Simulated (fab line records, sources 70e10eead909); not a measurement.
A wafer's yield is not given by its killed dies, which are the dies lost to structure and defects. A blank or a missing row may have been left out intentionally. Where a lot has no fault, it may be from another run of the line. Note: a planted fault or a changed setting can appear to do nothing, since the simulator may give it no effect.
2 desks looking at one fault    flow nand-harc    each desk holds nothing but its own numbers, with what lay behind them at the end

## DESK OF THE TOOL OWNER: har-cap-etch-02
The tool's own readings at NHARC_A_CONTACT_ETCH_121 (etches the open film in C4F8/O2/Ar, time 94 s, target depth 922 nm): means of the sampled wafers that have a number, for each lot that ran on this tool. If a lot's mean is further than 4 standard deviations from the usual mean, the lot is out of limits and carries the mark OUT (the distance appears in the brackets).
Columns: A = chamber-pressure-mTorr at NHARC_A_CONTACT_ETCH_121, usual 19.999 mTorr
lot   first seen here  A
L365  day 16 12:16     19.998
L373  day 18 17:34     20.009
L376  day 19 07:38     19.998
L388  day 22 05:52     20.010
This desk's verdict: no lot among the 4 shows anything out of limits.

## THE METROLOGY DESK
Means of the sampled wafers that have a number, per lot and without regard to the tool the lot ran on: this is what the gauges read. If a lot's mean is further than 4 standard deviations from the usual mean, the lot is out of limits and carries the mark OUT (the distance appears in the brackets).
Columns: A = cd-nm at NHARC_THIN_TSV_CD_MEAS_37, usual 5000 nm
lot   first seen here  A
L365  day 19 04:56     5002
L366  day 19 06:33     5001
L370  day 20 14:17     4999
L373  day 21 02:13     5004
L378  day 21 16:38     4997
L376  day 21 18:02     5000
L377  day 21 19:05     4997
L379  day 22 02:42     5001
L380  day 23 04:53     4995
L383  day 23 12:54     5001
L384  day 23 14:14     4998
L388  day 24 20:03     5004
L386  day 24 21:14     4996
L387  day 25 00:11     5004
This desk's verdict: no lot among the 14 shows anything out of limits.

## ALL TOGETHER
The tool owner's desk saw nothing out of limits.
Nothing out of limits was seen by the metrology desk.

## WHAT THE SIMULATOR HAD PUT IN
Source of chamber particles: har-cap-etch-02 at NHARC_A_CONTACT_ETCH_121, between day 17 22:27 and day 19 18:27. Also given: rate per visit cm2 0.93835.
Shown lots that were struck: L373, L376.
